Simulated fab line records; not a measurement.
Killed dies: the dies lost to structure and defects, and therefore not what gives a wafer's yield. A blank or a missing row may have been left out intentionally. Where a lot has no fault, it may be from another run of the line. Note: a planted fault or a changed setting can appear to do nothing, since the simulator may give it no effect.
Matching of chambers	flow nand harc	NHARC_A_CHANNEL_HOLE_D1_DEP_01 on pecvd-02: 3 sister chambers
The step deposits SiON, target thk 140 nm. 6 wafers are shown with their chamber, then 9 later ones without.

== WAFERS PAIRED WITH THEIR CHAMBERS ==
wafer	chamber	heater power w (W)	heater power outer w (W)
L084.3	1	702	444
L084.4	1	717	453
L084.5	0	853	562
L086.2	2	623	379
L086.3	0	730	475
L086.4	2	624	390

== WAFERS WITH NO CHAMBER GIVEN ==
wafer	heater power w (W)	heater power outer w (W)
L088.3	689	430
L088.4	661	411
L088.6	756	487
L094.2	714	463
L094.3	693	456
L094.5	731	479
L096.2	722	470
L096.3	800	526
L096.6	735	463

== THE CHAMBER EACH PASSED THROUGH ==
wafer	from the rows above	in truth
L088.3	can't be placed: 1 or 2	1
L088.4	can't be placed: 2 or 1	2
L088.6	can't be placed: 0 or 1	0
L094.2	can't be placed: 1 or 0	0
L094.3	1	1
L094.5	can't be placed: 1 or 0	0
L096.2	can't be placed: 1 or 0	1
L096.3	0	0
L096.6	can't be placed: 1 or 0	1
Placed correctly: 2 of 9. Unplaceable from these rows: 7, with the true chamber sitting among the candidates in 7. Number placed wrongly: 0.
How it was worked out, from the rows above alone: a wafer's distance from a chamber is the root of the sum, over the readings, of the square of ((its reading less the chamber's mean) divided by the reading's scatter). If the next closest chamber is less than 2 further off than the closest, the wafer can't be placed; otherwise it belongs to the closest. For every chamber, the mean is computed from those of its wafers that are shown. The scatter: take each reading less its chamber's mean, square it, sum over the shown wafers, divide by the number of wafers less the number of chambers, and take the root.
